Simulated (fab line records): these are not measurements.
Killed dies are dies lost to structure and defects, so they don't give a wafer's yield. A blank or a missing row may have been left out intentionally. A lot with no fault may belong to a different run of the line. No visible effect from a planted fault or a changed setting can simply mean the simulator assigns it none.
Which tool is to blame?	flow nand_harc	6 lots, 18 wafers sampled, at 2 steps of a route of 1302

== WHAT EACH GAUGE READ, for each wafer ==
NHARC_THIN_TSV_THK_MEAS_02: measures by ir.
lot	measured	on	thk_nm (nm)
L656	day 25 11:35	film_metro-01	2832 2895 2974
L662	day 25 16:25	film_metro-02	3128 2939 3038
L664	day 27 18:29	film_metro-02	2880 3227 2612
L674	day 30 16:09	film_metro-02	3040 3229 3130
L676	day 32 11:41	film_metro-02	3326 3480 3310
L679	day 33 21:35	film_metro-02	3056 3336 2996

== WHICH TOOL RAN EACH LOT (tool, then ch and the chambers of the sampled wafers, then the start) ==
lot	NHARC_THIN_TSV_CMP_01
L656	cmp-01 ch 0,1,3, day 25 11:23
L662	cmp-01 ch 0,2, day 25 16:11
L664	cmp-02 ch 1,2, day 27 18:13
L674	cmp-04 ch 2,3, day 30 15:53
L676	cmp-02 ch 0,2,3, day 32 11:25
L679	cmp-04 ch 0,1, day 33 21:21
- NHARC_THIN_TSV_CMP_01: polishes.

== THE ANSWER, worked out from the rows above alone ==
Rule: what is usual is taken from the lots themselves. The widest of any qualifying gaps counts: lots, ordered by their means at a reading, are off when they make up no more than a third of the lots, leave a main group of 4 or more, and stand apart from it by 3 or more times the standard deviation of that group's means. The tables above print the reading to a certain number of digits; a main group whose means all agree to those digits is not used. A lot without any number at a reading at which 4 lots or more have one is off too. Any other lot the step has rows for is counted as sound.
No lot is off at any reading shown: from this, nothing can be told.

== WHAT THE SIMULATOR HAD INSERTED ==
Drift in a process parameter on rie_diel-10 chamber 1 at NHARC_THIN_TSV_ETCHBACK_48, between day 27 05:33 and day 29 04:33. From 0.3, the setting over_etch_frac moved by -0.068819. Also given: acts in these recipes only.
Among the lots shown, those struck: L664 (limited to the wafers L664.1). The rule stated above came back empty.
